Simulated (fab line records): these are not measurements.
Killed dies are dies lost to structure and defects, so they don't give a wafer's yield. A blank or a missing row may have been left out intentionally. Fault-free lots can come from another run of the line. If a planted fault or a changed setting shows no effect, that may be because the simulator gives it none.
Which of the tools did it? | flow n5-finfet | Sampling: 10 lots, 30 wafers, 6 of 1938 route steps

WHAT THE GAUGES SHOWED, per wafer
N5_FIN_SAQP_THK_MEAS_05.
lot  | measured    | on            | thk-nm (nm)
L109 | day 2 04:25 | film-metro-01 | 37.6 38.2 37.9
L110 | day 2 09:14 | film-metro-01 | 37.4 38.8 38.7
L113 | day 3 04:11 | film-metro-01 | 38.0 38.8 38.7
L114 | day 3 10:53 | film-metro-01 | 37.6 37.6 38.4
L116 | day 3 22:05 | film-metro-02 | 37.9 37.9 38.0
L119 | day 4 16:19 | film-metro-01 | 38.1 38.8 38.6
L125 | day 6 04:47 | film-metro-02 | 37.8 37.5 38.3
L126 | day 6 09:10 | film-metro-01 | 37.5 37.2 38.3
L128 | day 6 23:15 | film-metro-02 | 37.4 37.3 38.1
L129 | day 7 03:41 | film-metro-01 | 38.2 38.4 38.9

N5_FIN_SAQP_CD_MEAS_16 targets a cd of 35.6 nm.
lot  | measured    | on        | cd-nm (nm)
L109 | day 2 04:59 | cd-sem-03 | 35.3 35.3 35.1
L110 | day 2 09:48 | cd-sem-03 | 35.2 35.2 35.7
L113 | day 3 04:44 | cd-sem-01 | 35.6 35.8 35.8
L114 | day 3 11:27 | cd-sem-02 | 35.4 35.1 35.4
L116 | day 3 22:47 | cd-sem-03 | 36.1 35.8 35.8
L119 | day 4 17:01 | cd-sem-03 | 35.3 35.6 35.0
L125 | day 6 05:29 | cd-sem-01 | 35.2 35.7 35.5
L126 | day 6 09:44 | cd-sem-02 | 35.0 35.7 35.5
L128 | day 6 23:49 | cd-sem-02 | 35.7 35.5 35.8
L129 | day 7 04:15 | cd-sem-02 | 36.2 36.0 36.4

N5_FIN_SAQP_OVL_MEAS_17.
lot  | measured    | on         | FIN_CORE_OVL (nm)
L109 | day 2 05:02 | overlay-01 | -0.8 -0.6 -0.6
L110 | day 2 09:50 | overlay-02 | -1.0 -0.3 0.5
L113 | day 3 04:47 | overlay-01 | 0.3 -1.1 -0.7
L114 | day 3 11:29 | overlay-01 | 1.2 -0.1 -0.6
L116 | day 3 22:49 | overlay-01 | 0.2 0.1 1.1
L119 | day 4 17:03 | overlay-01 | -0.2 0.5 0.3
L125 | day 6 05:31 | overlay-01 | 18.1 18.2 17.0
L126 | day 6 09:46 | overlay-01 | 17.6 18.7 18.0
L128 | day 6 23:51 | overlay-02 | 1.4 2.2 0.6
L129 | day 7 04:17 | overlay-01 | -0.3 0.2 0.9

N5_BEOL_M4_RC_MEAS_101.
lot  | measured     | on        | DIBL_N (mV/V)  | DIBL_P (mV/V)  | IOFF_N (nA/um)    | IOFF_P (nA/um) | ION_N (uA/um) | ION_P (uA/um) | SS_N (mV/dec)  | SS_P (mV/dec)  | VT_N (mV)         | VT_P (mV)
L109 | day 8 04:54  | prober-01 | 34.3 38.8 36.5 | 33.6 39.7 35.2 | 0.129 0.233 0.155 | 0.19 0.29 0.22 | 660 687 672   | 462 468 457   | 71.6 72.8 72.1 | 72.8 74.8 73.3 | 250.5 243.2 251.0 | -248 -244 -247
L110 | day 9 00:26  | prober-01 | 34.8 36.4 32.5 | 34.6 37.3 32.9 | 0.127 0.172 0.114 | 0.20 0.26 0.19 | 660 683 669   | 460 474 470   | 71.4 71.5 70.7 | 71.7 73.3 72.3 | 253.8 250.2 250.5 | -248 -246 -247
L113 | day 9 14:31  | prober-01 | 37.4 37.1 35.0 | 35.6 36.0 33.4 | 0.178 0.178 0.136 | 0.20 0.21 0.16 | 674 686 664   | 456 458 448   | 71.8 71.6 71.7 | 73.3 73.6 72.4 | 247.8 249.2 253.0 | -255 -253 -255
L114 | day 9 05:35  | prober-01 | 35.8 37.2 35.4 | 37.4 38.3 36.6 | 0.168 0.183 0.158 | 0.24 0.24 0.21 | 689 681 666   | 473 463 459   | 71.4 71.7 70.7 | 73.3 73.6 73.8 | 248.0 246.9 249.3 | -249 -247 -252
L116 | day 10 06:41 | prober-02 | 36.4 34.8 36.5 | 37.4 35.2 36.9 | 0.167 0.132 0.172 | 0.19 0.16 0.20 | 688 673 679   | 457 456 463   | 70.5 71.3 70.6 | 74.0 73.0 73.3 | 249.1 249.8 248.2 | -254 -256 -251
L119 | day 10 16:13 | prober-01 | 35.7 32.5 36.7 | 36.3 31.9 37.0 | 0.153 0.104 0.161 | 0.19 0.14 0.20 | 676 658 663   | 455 448 452   | 70.7 70.6 71.4 | 74.0 72.7 74.8 | 248.6 258.3 250.6 | -255 -257 -255
L125 | day 11 21:24 | prober-02 | 37.7 38.6 36.4 | 38.0 38.5 36.7 | 0.194 0.223 0.178 | 0.29 0.30 0.26 | 690 675 681   | 478 467 474   | 71.5 71.7 71.2 | 73.4 74.1 72.9 | 245.4 243.9 244.9 | -244 -244 -244
L126 | day 12 12:24 | prober-01 | 37.8 34.7 37.3 | 38.4 34.8 38.4 | 0.207 0.137 0.178 | 0.23 0.18 0.23 | 679 658 672   | 458 456 459   | 72.8 71.4 72.2 | 73.4 72.3 74.3 | 246.9 250.4 245.6 | -248 -252 -248
L128 | day 13 21:21 | prober-02 | 36.1 37.1 37.0 | 34.4 36.0 36.6 | 0.142 0.142 0.158 | 0.15 0.17 0.18 | 664 643 674   | 450 441 450   | 70.9 71.9 71.8 | 72.8 73.1 73.2 | 249.5 253.3 248.2 | -258 -254 -255
L129 | day 13 03:45 | prober-02 | 40.2 35.4 37.4 | 39.1 34.9 37.0 | 0.228 0.132 0.165 | 0.27 0.19 0.22 | 677 672 682   | 468 462 465   | 72.5 70.7 71.2 | 74.4 72.5 73.3 | 246.0 252.0 247.7 | -248 -254 -249

WHICH TOOL RAN EACH LOT (tool, then ch and the chambers of the sampled wafers, then the start)
lot  | N5_FIN_SAQP_EXPOSE_13             | N5_FIN_SAQP_SPACER1_ALD_24
L109 | arfi-scanner-02 ch 0, day 2 04:52 | ald-sin-04 ch 0,1,2, day 2 06:11
L110 | arfi-scanner-02 ch 0, day 2 09:41 | ald-sin-02 ch 1,3, day 2 11:13
L113 | arfi-scanner-03 ch 0, day 3 04:37 | ald-sin-01 ch 0,2,3, day 3 07:02
L114 | arfi-scanner-03 ch 0, day 3 11:20 | ald-sin-04 ch 1,2,3, day 3 12:47
L116 | arfi-scanner-02 ch 0, day 3 22:40 | ald-sin-02 ch 0,2, day 4 00:04
L119 | arfi-scanner-03 ch 0, day 4 16:53 | ald-sin-01 ch 0,1, day 4 19:07
L125 | arfi-scanner-03 ch 0, day 6 05:22 | ald-sin-02 ch 0,3, day 6 06:47
L126 | arfi-scanner-03 ch 0, day 6 09:37 | ald-sin-01 ch 1,2,3, day 6 10:55
L128 | arfi-scanner-02 ch 0, day 6 23:41 | ald-sin-04 ch 1,2,3, day 7 01:23
L129 | arfi-scanner-02 ch 0, day 7 04:08 | ald-sin-02 ch 0,1,3, day 7 05:41
- N5_FIN_SAQP_EXPOSE_13: exposes mask FIN CORE, target cd 35.6 nm.
- N5_FIN_SAQP_SPACER1_ALD_24: deposits SiO2, target thk 20.3 nm, pulse time 1 s, purge time 2 s.

AS READ BY THE TOOLS THEMSELVES (means over the sampled wafers that have a number; for cases with no such wafer, the mark the record gives instead)
N5_FIN_SAQP_EXPOSE_13.
lot  | tool            | focus-offset-nm (nm)
L109 | arfi-scanner-02 | -0.3
L110 | arfi-scanner-02 | -0.0
L113 | arfi-scanner-03 | -0.4
L114 | arfi-scanner-03 | 0.4
L116 | arfi-scanner-02 | -0.4
L119 | arfi-scanner-03 | 0.5
L125 | arfi-scanner-03 | 0.1
L126 | arfi-scanner-03 | 0.4
L128 | arfi-scanner-02 | -0.2
L129 | arfi-scanner-02 | -0.7

N5_FIN_SAQP_SPACER1_ALD_24.
lot  | tool       | heater-power-w (W) | precursor-pulse-height-rel
L109 | ald-sin-04 | 500                | 1.003
L110 | ald-sin-02 | 415                | 0.986
L113 | ald-sin-01 | 475                | 0.998
L114 | ald-sin-04 | 516                | 1.020
L116 | ald-sin-02 | 474                | 1.003
L119 | ald-sin-01 | 447                | 1.006
L125 | ald-sin-02 | 439                | 1.000
L126 | ald-sin-01 | 457                | 1.007
L128 | ald-sin-04 | 519                | 0.985
L129 | ald-sin-02 | 430                | 0.991

THE ANSWER, worked out from the rows above alone
Rule: the usual values come from the lots themselves. Put in order of their means at a reading, lots are off if they are a third of the lots or fewer, leave a main group of 4 or more, and stand apart from it by a gap of 3 or more times the standard deviation of the main group's means; of several such gaps the widest counts. Not used: any main group whose means are identical at the precision the tables above print for the reading. A lot without any number at a reading at which 4 lots or more have one is off too. The other lots that the step has rows for count as sound. The gauges are gone through in route order, then the tools' own readings, and for those a lot's mean is taken as printed above. The first step at which some lot is off is used, and at that step the reading that is off furthest; a lot without a number counts as furthest.
Off: at N5_FIN_SAQP_OVL_MEAS_17 (FIN_CORE_OVL), L125, L126. The main group has a mean of 0.1 nm with a standard deviation of 0.61.
If a tool, at a process step before that reading, ran all the lots that are off and no sound lot after the first of them, it fits. The gauges at N5_FIN_SAQP_OVL_MEAS_17 are tried like those tools. One candidate fits, namely arfi-scanner-03 at N5_FIN_SAQP_EXPOSE_13. A fault onset in the window from L119 (day 4 16:53, its last sound lot) to L125 (day 6 05:22, its first lot off) fits.

WHAT HAD BEEN PUT IN BY THE SIMULATOR
Scanner matching overlay: arfi-scanner-03, from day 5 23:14 on, at N5_FIN_SAQP_EXPOSE_13. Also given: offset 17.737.
Shown lots that were struck: L125, L126. This agrees with what the rule above found.
